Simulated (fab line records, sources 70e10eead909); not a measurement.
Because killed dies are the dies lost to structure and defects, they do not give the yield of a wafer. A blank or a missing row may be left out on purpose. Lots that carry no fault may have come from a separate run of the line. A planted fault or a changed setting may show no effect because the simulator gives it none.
Code-filled problem report in 8D (eight disciplines) form    flow nand harc    the parts of the form that need people (team, actions taken, sign-off) are left out

== 1. WHAT WENT WRONG ==
Mean of rf fwd power W at NHARC_A_STAIRCASE_DEP_301: 209.8 W across 2 wafers in 2 lots; on wafers with no fault it is 348.5 W (standard deviation 1.1). So: -99 or more standard deviations from the usual mean.
The step: deposits SiON, target thk 30 nm.
The first sign was on wafer L625.6 at day 22 17:45, on pecvd-03. At this step, 36 wafers from 12 lots have a number in the record. Rule for "out" (also "out of limits"): further than 4 standard deviations from the usual mean. All remaining wafers that have a number are taken as sound.

== 2. WHAT IT IS, AND WHAT IT ISN'T ==
question                     is                                is not
which readings at this step  rf fwd power W, showerhead vpp V  heater power w
which lots                   L625, L628                        L613, L614, L615, L616, L618, L620, L622, L623, L624, L635
which wafers of those lots   L625.6, L628.2                    L625.2, L625.5, L628.1, L628.3
read on which tools          pecvd-03                          pecvd-01, pecvd-02
when                         from day 22 17:45                 up to then (29 sound wafers); but 5 sound wafers of L628, L635 came after

== 3. SUSPECTS, AND WHAT RULES EACH OUT ==
Counting: a tool at a process step up to the reading stays a suspect if it ran every lot that is out. Sound lots after the first of them don't rule it out here, since some wafers of a struck lot are sound.
- rie diel-07 at NHARC_A_STAIRCASE_HM_OPEN_457 (chemistry O2/COS): kept. Ran every lot that is out, first one L625 (day 22 13:16); last sound lot up to then L624 (day 22 02:32). NHARC_A_STAIRCASE_HM_OPEN_457: start missing for some lots; hours and lot order therefore follow NHARC_A_STAIRCASE_DESCUM_291.
- pecvd-03 at NHARC_A_STAIRCASE_DEP_301 (deposits SiON, target thk 30 nm): kept. Ran every lot that is out, first one L625 (day 22 17:45); last sound lot up to then L623 (day 21 11:29). Its own rf fwd power W, showerhead vpp V readings are out on those wafers.
- pecvd-03, NHARC_A_STAIRCASE_DEP_301: wafers that are out in chamber 0, sound lot-mates in chambers 1, 2.
The count leaves pecvd-03 at NHARC_A_STAIRCASE_DEP_301 and rie diel-07 at NHARC_A_STAIRCASE_HM_OPEN_457.

== 4. THE CAUSE (what the simulator had put in) ==
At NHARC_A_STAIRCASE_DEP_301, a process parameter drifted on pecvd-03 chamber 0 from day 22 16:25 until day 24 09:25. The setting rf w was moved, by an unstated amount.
2 suspects survive the count, and this tool is in that group.

== 5. SEQUENCE OF EFFECTS, ordered by route ==
Rows list readings where the struck wafers' mean (over those with a number) sits beyond 3 standard deviations from the usual. Only readings for which the record gives a usual standard deviation are gone through. hours: the time from each lot's start at the first step in this table that gives one to its start at this step, as a median over the lots. sigmas: the change in usual standard deviations.
hours  step                       reading           usual    on struck wafers  change  sigmas
0      NHARC_A_STAIRCASE_DEP_301  rf fwd power W    348.5 W  209.8             -138.8  -99 or more
0      NHARC_A_STAIRCASE_DEP_301  showerhead vpp V  1158 V   884               -274    -8.3
It contains these process steps:
- NHARC_A_STAIRCASE_DEP_301: deposits SiON, target thk 30 nm.

== 6. WHAT WOULD HAVE CAUGHT IT SOONER ==
In this record the first reading out of limits was taken at day 22 17:45, 1 hour after the fault began at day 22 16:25.
